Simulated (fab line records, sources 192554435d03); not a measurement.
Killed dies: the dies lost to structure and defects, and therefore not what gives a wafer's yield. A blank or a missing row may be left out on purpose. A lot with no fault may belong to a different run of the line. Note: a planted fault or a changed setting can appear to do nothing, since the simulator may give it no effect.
Matching of chambers | flow n5Finfet | N5_BEOL_M0_SAQP_ALD_48 on aldSin-01 has 4 sister chambers
The step deposits SiO2, target thk 20 nm, pulse time 1 s, co reactant pulse time 1 s. 8 wafers are shown with their chamber, then 11 later ones without.

== WAFERS, EACH WITH ITS CHAMBER ==
wafer  | chamber | heaterPowerW (W) | precursorPulseHeightRel
L078.5 | 0       | 84               | 0.981
L082.4 | 1       | 72               | 1.008
L086.3 | 2       | 76               | 1.012
L086.5 | 2       | 75               | 0.987
L090.1 | 1       | 71               | 0.994
L090.3 | 0       | 86               | 1.034
L090.4 | 3       | 70               | 0.982
L091.3 | 3       | 69               | 0.992

== WAFERS MISSING THEIR CHAMBER ==
wafer  | heaterPowerW (W) | precursorPulseHeightRel
L091.4 | 86               | 1.013
L091.5 | 76               | 1.026
L093.1 | 75               | 1.000
L093.4 | 70               | 1.008
L093.5 | 69               | 1.002
L094.1 | 83               | 0.981
L094.2 | 76               | 0.972
L094.4 | 70               | 0.997
L096.3 | 72               | 0.988
L096.4 | 72               | 1.020
L096.5 | 70               | 1.013

== CHAMBER TAKEN BY EACH ==
wafer  | from the rows above     | in truth
L091.4 | 0                       | 0
L091.5 | 2                       | 2
L093.1 | 2                       | 2
L093.4 | can't be placed: 3 or 1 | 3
L093.5 | can't be placed: 3 or 1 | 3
L094.1 | 0                       | 0
L094.2 | 2                       | 2
L094.4 | can't be placed: 3 or 1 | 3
L096.3 | can't be placed: 1 or 3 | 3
L096.4 | 1                       | 1
L096.5 | can't be placed: 3 or 1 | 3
6 of 11 placed correctly. These rows do not allow placing 5 (true chamber among the candidates in 5). Wrongly placed: 0.
How it was worked out, from the rows above alone: a wafer's distance from a chamber is the root of the sum, over the readings, of the square of ((its reading less the chamber's mean) divided by the reading's scatter). If the next closest chamber is less than 2 further off than the closest, the wafer can't be placed; otherwise it belongs to the closest. Each chamber's mean is taken over the wafers shown for it. How the scatter is found: for the shown wafers, subtract from each reading the mean of its chamber, square and add these, divide the total by (wafers less chambers), then take the root.
